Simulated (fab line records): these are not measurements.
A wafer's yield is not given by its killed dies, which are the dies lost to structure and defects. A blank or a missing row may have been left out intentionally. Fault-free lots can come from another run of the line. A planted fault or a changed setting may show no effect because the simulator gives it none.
fab line records	flow n5-finfet
record: lots: 5	wafers: 14	last-day: 17
route steps=1938 shown BEOL_M0@721 BEOL_M4@1111 PASSIVATION@1936
lots with no fault: from the same line, run without faults
start-h: hours from the record's first day to the start of the lot's first wafer shown	wait-h: how many hours have passed since the lot's step before this one	" same as the row above	L1.1+2: several wafers, shown together as one row	- no value, or no start given	* or withheld: withheld	< > ~ a bound
route shown NAME@n: NAME is a module with steps in the file, n the number in the route of the first one	usual: mean/standard deviation taken from wafers without a fault	same: alike in all rows	chamber/n: place in a boat	sites: readings site by site	_std_site: the standard deviation of these	_edge_site: outer sites' mean less inner sites'	radius-mm: for every site, how far away it sits from the centre of the wafer	mask NAME#n: copy n	behind: tool/chamber where the wafer was last shaped	hold: the reason the lot was held/the length of the hold in hours/how it ended	device: the n, p or np transistor that did not switch	end of line: the tests these same wafers got at the end of their route	step lacking rows: just its recipe	killed: dies that structure and defects cost at the first sort, which is not the same as the wafer's yield	map: dies across one wafer; x = killed, . = not, _ = none there
set.NAME: setting as actually run; set.NAME@STEP: the setting as run at that earlier step	model.NAME: the simulator's own value behind a step, which no gauge read
lots at selected steps of the route; one table per step, one row per wafer
services: when a tool's chamber went out of use (start-h, in hours from the record's first day, below 0 if earlier), for how many hours, and the reason
== steps ==
step: N5_BEOL_M0_TRENCH_ETCH_107
recipe: chemistry: C4F6/O2	target-depth-a: 328	target: SiOC	time-s: 16.4	ion-energy-ev: 250	pressure-mtorr: 30	source-w: 355	bias-w: 185	Ar_flow_sccm: 300	C4F6_flow_sccm: 10	O2_flow_sccm: 10
step: N5_BEOL_M0_STRIP_142
recipe: chemistry: N2/H2	time-s: 10	power-w: 450	temp-c: 40	pressure-mtorr: 20	rf-frequency-hz: 6e+07	bias-power-w: 7	n2-flow-sccm: 200	h2-flow-sccm: 200
step: N5_BEOL_M0_OCD_MEAS_108
usual: trench-depth-nm: 32.9/0.73
lot.wafer	tool	chamber	start-h	wait-h	trench-depth-nm
L100.3	ocd-01	-	122.85	0.1	31.7
L100.5	"	-	"	"	32.6
L100.6	"	-	"	"	33.2
L106.1	ocd-02	-	160.68	0.1	32.4
L106.3	"	-	"	"	34.0
L106.6	"	-	"	"	33.0
L114.3	ocd-01	-	202.75	0.1	33.6
L114.5	"	-	"	"	32.0
L118.2	ocd-01	-	237.36	0.1	33.4
L118.5	"	-	"	"	33.0
L118.6	"	-	"	"	33.0
L122.1	ocd-01	-	257.83	0.1	31.7
L122.2	"	-	"	"	33.7
L122.3	"	-	"	"	33.2
step: N5_BEOL_M0_HM_STRIP_129
recipe: chemistry: peroxide-tin-strip	material: TiN	target-depth-a: 170	temp-c: 50	time-s: 108
step: N5_BEOL_M0_SRD_130
recipe: time-s: 30	temp-c: 23	rinse-liquid: diw	dry: ipa-marangoni
step: N5_BEOL_M0_ETCH_109
recipe: chemistry: CH3F/O2	target-depth-a: 80	overetch-a: 24	target: SiCN	time-s: 27.4	ion-energy-ev: 120	pressure-mtorr: 30	source-w: 395	bias-w: 75	Ar_flow_sccm: 150	CH3F_flow_sccm: 30	O2_flow_sccm: 20
usual: O2_flow_sccm: 20.00/0.067	chamber-pressure-mTorr: 29.999/0.026	drypump-motor-current-A: 5.7/0.39	oes-product-au: 0.67/0.061	rf-vpp-V: 297.5/1.7	showerhead-plenum-p-Torr: 2.01/0.066	throttle-valve-pct: 16.34/0.26
lot.wafer	tool	chamber	start-h	wait-h	O2_flow_sccm	chamber-pressure-mTorr	drypump-motor-current-A	oes-product-au	rf-hours-counter-h	rf-vpp-V	showerhead-plenum-p-Torr	throttle-valve-pct
L100.3	rie-diel-04	1	123.05	0.1	19.95	29.980	5.5	0.61	207	299.6	2.05	16.64
L100.5	"	0	"	"	20.10	30.009	5.9	0.66	-	296.8	1.93	16.05
L100.6	"	1	"	"	19.89	30.022	5.6	0.63	-	298.6	2.05	16.62
L106.1	rie-diel-04	3	160.79	0.0	19.97	30.034	6.1	0.64	153	295.5	1.91	16.06
L106.3	"	0	"	"	19.97	30.001	5.9	0.64	133	297.1	1.93	16.08
L106.6	"	1	"	"	19.99	30.006	5.5	0.61	-	297.5	2.05	16.66
L114.3	rie-diel-06	2	202.99	0.2	20.03	29.991	5.3	0.74	55	297.5	2.05	16.20
L114.5	"	0	"	"	19.98	29.974	6.0	0.62	-	293.8	1.90	16.73
L118.2	rie-diel-01	1	237.83	0.4	20.09	29.990	5.4	0.62	216	296.9	1.99	16.69
L118.5	"	3	"	"	20.06	30.043	5.4	0.69	-	297.6	2.01	16.43
L118.6	"	2	"	"	20.12	29.946	5.3	0.76	-	297.4	2.05	16.28
L122.1	rie-diel-01	3	258.19	0.3	19.93	29.987	5.4	0.67	109	297.1	2.01	16.44
L122.2	"	2	"	"	19.97	30.010	5.3	0.75	38	298.5	2.04	16.32
L122.3	"	0	"	"	20.05	30.023	6.5	0.73	59	300.5	2.11	16.00
step: N5_BEOL_M0_STRIP_139
recipe: chemistry: post-etch-residue-remover	time-s: 60	temp-c: 25	remover-ph: withheld	remover-water-wt-pct: withheld	remover-fluoride-wt-pct: withheld
step: N5_BEOL_M0_SRD_111
recipe: time-s: 30	temp-c: 23	rinse-liquid: diw	dry: ipa-marangoni
step: N5_BEOL_M0_DEGAS_112
recipe: ambient: vacuum	temp-c: 250	time-s: 60
usual: heater-power-w: 317/29
lot.wafer	tool	chamber	start-h	wait-h	heater-power-w
L100.3	pvd-sputter-01	-	123.77	0.6	290
L100.5	"	-	"	"	345
L100.6	"	-	"	"	321
L106.1	pvd-sputter-02	-	162.27	1.3	321
L106.3	"	-	"	"	292
L106.6	"	-	"	"	328
L114.3	pvd-sputter-02	-	203.60	0.5	287
L114.5	"	-	"	"	316
L118.2	pvd-sputter-03	-	238.58	0.6	306
L118.5	"	-	"	"	312
L118.6	"	-	"	"	302
L122.1	pvd-sputter-03	-	258.71	0.4	318
L122.2	"	-	"	"	335
L122.3	"	-	"	"	365
step: N5_BEOL_M0_PRE_CLEAN_113
recipe: gas: H2/He	time-s: 30	temp-c: 250
usual: heater-power-w: 317/29
lot.wafer	tool	chamber	start-h	wait-h	heater-power-w
L100.3	pvd-sputter-01	-	123.81	0.0	283
L100.5	"	-	"	"	344
L100.6	"	-	"	"	311
L106.1	pvd-sputter-02	-	162.31	0.0	314
L106.3	"	-	"	"	284
L106.6	"	-	"	"	322
L114.3	pvd-sputter-02	-	203.64	0.0	286
L114.5	"	-	"	"	321
L118.2	pvd-sputter-03	-	238.62	0.0	308
L118.5	"	-	"	"	310
L118.6	"	-	"	"	297
L122.1	pvd-sputter-03	-	258.75	0.0	309
L122.2	"	-	"	"	342
L122.3	"	-	"	"	368
step: N5_BEOL_M0_ALD_136
recipe: material: TaN	target-thk-a: *	temp-c: 275	ald-precursor-family: PDMAT	ald-co-reactant: NH3	pressure-torr: 3	carrier-flow-sccm: 1500	pulse-time-s: 2	purge-time-s: 3	co-reactant-purge-time-s: 2	co-reactant-pulse-time-s: 3	ald-cycles: 30	precursor-vessel-temp-c: 75	precursor-vessel-pressure-torr: 26.25	precursor-vessel-carrier-sccm: 1000
usual: heater-power-w: 407/45	precursor-vessel-carrier-sccm: 1000/3.2
lot.wafer	tool	chamber	start-h	wait-h	heater-power-w	precursor-vessel-carrier-sccm
L100.3	ald-metal-04	0	123.87	0.0	324	1000
L100.5	"	2	"	"	415	995
L100.6	"	1	"	"	363	1001
L106.1	ald-metal-04	2	162.37	0.0	400	998
L106.3	"	1	"	"	370	1003
L106.6	"	3	"	"	397	1000
L114.3	ald-metal-02	0	203.75	0.1	425	1001
L114.5	"	2	"	"	503	1006
L118.2	ald-metal-01	1	238.70	0.1	410	998
L118.5	"	0	"	"	403	1000
L118.6	"	3	"	"	438	998
L122.1	ald-metal-01	0	258.83	0.1	390	1000
L122.2	"	2	"	"	440	997
L122.3	"	3	"	"	451	999
step: N5_BEOL_M0_SURFACE_TREAT_137
recipe: gas: Ar	time-s: *	ion-energy-ev: *	ion-current-ma-cm2: 0.5	pressure-mtorr: *	ar-flow-sccm: 30
usual: throttle-valve-pct: *
lot.wafer	tool	chamber	start-h	wait-h	throttle-valve-pct
L100.3	pvd-sputter-01	-	124.13	0.2	*
L100.5	"	-	"	"	*
L100.6	"	-	"	"	*
L106.1	pvd-sputter-02	-	162.63	0.2	*
L106.3	"	-	"	"	*
L106.6	"	-	"	"	*
L114.3	pvd-sputter-01	-	204.11	0.3	*
L114.5	"	-	"	"	*
L118.2	pvd-sputter-03	-	239.14	0.3	*
L118.5	"	-	"	"	*
L118.6	"	-	"	"	*
L122.1	pvd-sputter-03	-	259.19	0.3	*
L122.2	"	-	"	"	*
L122.3	"	-	"	"	*
step: N5_BEOL_M0_CVD_115
recipe: material: Co	target-thk-a: *	temp-c: withheld	precursor: CCTBA/H2	pressure-torr: 30	time-s: 120
usual: run-length-s: 142.9/0.32
lot.wafer	tool	chamber	start-h	wait-h	run-length-s
L100.3	cvd-co-01	0	124.42	0.3	143.1
L100.5	"	1	"	"	142.7
L100.6	"	2	"	"	142.6
L106.1	cvd-co-02	2	162.71	0.1	142.5
L106.3	"	1	"	"	142.8
L106.6	"	1	"	"	142.7
L114.3	cvd-co-02	2	204.36	0.2	185.0
L114.5	"	2	"	"	142.8
L118.2	cvd-co-01	1	239.43	0.3	143.4
L118.5	"	0	"	"	143.3
L118.6	"	1	"	"	142.8
L122.1	cvd-co-01	0	259.25	0.0	142.7
L122.2	"	2	"	"	142.7
L122.3	"	1	"	"	143.1
step: N5_BEOL_M0_SPUTTER_116
recipe: material: Cu	target-thk-a: 40	temp-c: -20	chamber-pressure-pa: 0.07	power-w: withheld	time-s: 7.37
step: N5_BEOL_M4_RC_MEAS_101
usual: DIBL_N: 36.6/1.8	DIBL_P: 37.1/2.1	IOFF_N: 0.17/0.033	IOFF_P: 0.23/0.039	ION_N: 681/13	ION_P: 467/8.7	SS_N: 71.6/0.59	SS_P: 73.4/0.63	VT_N: 249/3.4	VT_P: -249/3.7
lot.wafer	tool	chamber	start-h	wait-h	DIBL_N[mV/V]	DIBL_P[mV/V]	IOFF_N[nA/um]	IOFF_P[nA/um]	ION_N[uA/um]	ION_P[uA/um]	SS_N[mV/dec]	SS_P[mV/dec]	VT_N[mV]	VT_P[mV]
L100.3	prober-02	0	168.04	0.3	34.6	36.8	0.14	0.19	661	455	71.9	73.5	253	-250
L100.5	"	0	"	"	35.5	37.8	0.16	0.21	665	457	71.4	73.9	250	-250
L100.6	"	0	"	"	32.8	35.0	0.13	0.17	672	462	70.4	73.0	249	-250
L106.1	prober-01	0	213.42	0.0	34.3	36.9	0.16	0.23	684	471	71.3	73.7	249	-247
L106.3	"	0	"	"	35.2	36.7	0.16	0.21	667	459	72.0	72.7	251	-250
L106.6	"	0	"	"	36.4	39.3	0.20	0.27	699	478	71.8	73.5	244	-245
L114.3	prober-02	0	261.83	0.3	35.7	36.4	0.15	0.20	674	467	72.1	73.6	250	-250
L114.5	"	0	"	"	36.8	37.5	0.17	0.23	675	463	72.3	73.0	249	-251
L118.2	prober-02	0	287.52	0.2	36.6	38.3	0.17	0.26	685	473	72.0	73.8	245	-247
L118.5	"	0	"	"	39.2	41.8	0.25	0.34	701	482	72.3	74.6	244	-244
L118.6	"	0	"	"	36.5	37.5	0.17	0.24	691	474	71.5	73.7	246	-246
L122.1	prober-01	0	299.88	0.0	36.6	35.5	0.17	0.22	682	470	71.4	74.1	249	-248
L122.2	"	0	"	"	37.6	37.3	0.19	0.25	701	475	71.9	74.0	245	-249
L122.3	"	0	"	"	34.7	33.3	0.13	0.18	672	464	70.5	73.4	251	-252
step: N5_PASSIVATION_PROBE_49
usual: defect-limited-yield: 91.1/1.4	killed_at_M0_to_M3: 32/9.4	killed_at_M4_up: 14/5.1	killed-at-contacts: 11/5.5	killed-at-front-end: 44/13	killed-at-other: 4/3.2	killed-dies: 104/16	killed-open: 70/12	killed-short: 33/7.8	sort_bin_5_function: 5.1/0.91	sort_bin_6_memory: 3.4/0.63	sort-n-pass: 1075/16	sort-yield-pct: 91.2/1.4
same: gross-dies: 1180	killed-at-back-side: 0	sort_bin_4_leakage[%]: 0	sort_bin_8_speed[%]: 0
lot.wafer	tool	chamber	start-h	wait-h	defect-limited-yield[%]	killed_at_M0_to_M3	killed_at_M4_up	killed-at-contacts	killed-at-front-end	killed-at-other	killed-dies	killed-open	killed-short	sort_bin_5_function[%]	sort_bin_6_memory[%]	sort-n-pass	sort-yield-pct[%]
L100.3	prober-01	-	268.22	0.1	93.0	24	11	9	37	2	83	53	28	3.7	3.1	1097	93.0
L100.5	prober-01	-	268.32	0.2	90.6	41	13	23	32	2	111	80	28	5.5	3.6	1069	90.6
L100.6	prober-01	-	268.37	0.3	91.9	36	7	14	38	1	96	65	30	4.2	3.2	1084	91.9
killed by level:class
L100.3 STI_FIN_REVEAL:geometric-particle:open=13 DUMMY_GATE:geometric-particle:open=8 MOL_CONTACT_COAG:geometric-particle:open=8 BEOL_M0_SAQP:geometric-particle:open=8 BEOL_M0_SAQP:geometric-particle:short=8 STI_FIN_REVEAL:geometric-particle:short=4 BEOL_M4:geometric-particle:open=4 GATE_CUT:geometric-particle:short=3
L100.5 MOL_CONTACT_COAG:geometric-particle:open=20 BEOL_M0_SAQP:geometric-particle:open=12 STI_FIN_REVEAL:geometric-particle:open=10 BEOL_M2:geometric-particle:open=10 BEOL_M0_SAQP:geometric-particle:short=10 FIN_SAQP:geometric-particle:open=5 DUMMY_GATE:geometric-particle:open=5 FIN_SAQP:geometric-particle:short=4
L100.6 MOL_CONTACT_COAG:geometric-particle:open=12 BEOL_M0_SAQP:geometric-particle:short=12 FIN_SAQP:geometric-particle:open=9 STI_FIN_REVEAL:geometric-particle:open=8 BEOL_M2:geometric-particle:open=7 BEOL_M0_SAQP:geometric-particle:open=6 BEOL_M1:geometric-particle:open=5 BEOL_M4:geometric-particle:open=5
== services ==
tool	chamber	start-h	hours	kind
ald-metal-04	-	102.15	0.8	repair
pvd-sputter-02	-	107.50	6.2	repair
pvd-sputter-03	-	113.78	3.1	repair
cvd-co-02	1	114.67	-	clean
ald-metal-01	1	121.56	24.9	repair
rie-diel-01	2	127.75	5.9	repair
rie-diel-06	3	132.13	5.1	repair
cvd-co-01	-	139.71	7.2	repair
ald-metal-02	3	168.49	27.0	repair
cvd-co-01	2	172.27	3.8	repair
ald-metal-02	2	177.30	7.2	repair
ald-metal-01	-	178.43	28.1	pm
cvd-co-02	0	186.21	18.0	repair
cvd-co-01	-	190.48	14.6	pm
rie-diel-06	3	201.78	4.3	repair
ald-metal-02	2	228.44	25.2	repair
rie-diel-04	3	231.06	9.3	repair
cvd-co-02	-	231.40	1.2	repair
pvd-sputter-03	-	233.49	3.4	repair
rie-diel-04	2	245.90	6.5	repair
rie-diel-04	1	252.68	-	clean
rie-diel-04	1	252.68	-	consumable-replace:focus-ring
rie-diel-04	1	252.68	16.5	scheduled-down
rie-diel-04	1	252.68	16.5	vent-cycle
== key ==
first-sign: step: N5_BEOL_M0_CVD_115	reading: run-length-s	direction: up	sigmas: 99+	usual: *	struck: *
effect none on later readings
met-at N5_BEOL_M0_CVD_115
struck-wafers L114.3
onset-between 162.71 204.36
fault: kind: process-parameter-drift	tool: cvd-co-02	chamber: -	onset-h: 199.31	steps: N5_BEOL_M0_CVD_115	channel: time-s	offset: *	shape: step	end-h: 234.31	scope: struck-wafers-only	acts-in: *	stated: *
